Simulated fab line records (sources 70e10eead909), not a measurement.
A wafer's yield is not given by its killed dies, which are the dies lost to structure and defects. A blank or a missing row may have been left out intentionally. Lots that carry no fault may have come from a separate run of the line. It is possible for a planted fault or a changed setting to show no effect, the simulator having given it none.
Chamber matching + flow nandHarc + NHARC_P_M1_CMP_23 on cmp-02: 4 sister chambers
The step polishes, t overpolish 20 s, target thk 157.82 nm. 8 wafers are shown with their chamber, then 7 later ones without.

WAFERS WITH THEIR CHAMBER
| wafer  | chamber | motorCurrentA (A) | timeToEndpointS (s) |
|--------|---------|-------------------|---------------------|
| L077.5 | 1       | 12.6              | 33.5                |
| L082.1 | 3       | 11.5              | 28.8                |
| L087.4 | 2       | 12.3              | 28.5                |
| L085.1 | 0       | 13.5              | 29.1                |
| L085.2 | 2       | 12.4              | 30.9                |
| L085.3 | 1       | 13.4              | 27.7                |
| L085.4 | 3       | 10.9              | 26.6                |
| L085.5 | 0       | 13.3              | 27.9                |

WAFERS MISSING THEIR CHAMBER
| wafer  | motorCurrentA (A) | timeToEndpointS (s) |
|--------|-------------------|---------------------|
| L085.6 | 12.7              | 28.3                |
| L096.1 | 11.2              | 25.2                |
| L096.3 | 12.5              | 27.1                |
| L096.6 | 12.7              | 29.4                |
| L096.2 | 13.2              | 27.9                |
| L096.4 | 12.7              | 29.4                |
| L096.5 | 11.9              | 29.5                |

WHICH CHAMBER EACH WENT THROUGH
| wafer  | from the rows above          | in truth |
|--------|------------------------------|----------|
| L085.6 | can't be placed: 2 or 1 or 0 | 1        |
| L096.1 | 3                            | 3        |
| L096.3 | can't be placed: 2 or 1 or 0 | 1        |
| L096.6 | can't be placed: 1 or 2 or 0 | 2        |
| L096.2 | can't be placed: 0 or 1 or 2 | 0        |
| L096.4 | can't be placed: 1 or 2 or 0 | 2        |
| L096.5 | can't be placed: 2 or 3 or 1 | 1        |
Placed correctly: 1 of 7. Can't be placed from these rows: 6 (the true chamber is among the candidates in 6). Number placed wrongly: 0.
How it was worked out, from the rows above alone: a wafer's distance from a chamber is the root of the sum, over the readings, of the square of ((its reading less the chamber's mean) divided by the reading's scatter). The wafer belongs to the nearest chamber; if the next one is less than 2 further off, it can't be placed. For every chamber, the mean is computed from those of its wafers that are shown. The scatter: the root of (the sum of the squares of (reading less its chamber's mean) over the shown wafers, divided by (wafers less chambers)).
